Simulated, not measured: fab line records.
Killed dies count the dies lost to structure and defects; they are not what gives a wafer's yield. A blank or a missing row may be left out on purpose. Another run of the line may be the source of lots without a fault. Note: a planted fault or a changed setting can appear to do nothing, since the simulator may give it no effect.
Chamber matching ; flow n5Finfet ; 4 sister chambers for N5_BEOL_M6_STRIP_36 on rieDiel-04
The step strips in N2/H2. 8 wafers are shown with their chamber, then 10 later ones without.

EACH WAFER AND ITS CHAMBER
wafer;chamber;drypumpMotorCurrentA (A);showerheadPlenumPTorr (Torr)
L081.1;0;5.0;2.41
L088.1;0;5.1;2.40
L088.2;1;5.8;2.46
L090.3;1;5.9;2.46
L090.4;2;6.0;2.57
L090.5;3;5.0;2.56
L091.1;3;5.0;2.56
L091.2;2;6.0;2.57

WAFERS WHOSE CHAMBER IS MISSING
wafer;drypumpMotorCurrentA (A);showerheadPlenumPTorr (Torr)
L091.4;5.0;2.56
L092.2;5.0;2.56
L092.4;5.0;2.72
L092.5;6.0;2.57
L094.1;5.0;2.56
L094.2;6.0;2.56
L094.3;5.0;2.72
L097.4;6.0;2.56
L097.5;5.0;2.71
L097.6;5.9;2.45

WHICH CHAMBER EACH ONE RAN IN
wafer;from the rows above;in truth
L091.4;3;3
L092.2;3;3
L092.4;can't be placed: 3 or 2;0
L092.5;2;2
L094.1;3;3
L094.2;2;2
L094.3;can't be placed: 3 or 2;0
L097.4;2;2
L097.5;can't be placed: 3 or 2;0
L097.6;1;1
7 of 10 placed correctly. Not placeable from these rows: 3 (in 0, the candidates include the true chamber). 0 placed wrongly.
How it was worked out, from the rows above alone: a wafer's distance from a chamber is the root of the sum, over the readings, of the square of ((its reading less the chamber's mean) divided by the reading's scatter). If the next closest chamber is less than 2 further off than the closest, the wafer can't be placed; otherwise it belongs to the closest. Each chamber's mean is taken over the wafers shown for it. The scatter: take each reading less its chamber's mean, square it, sum over the shown wafers, divide by the number of wafers less the number of chambers, and take the root.
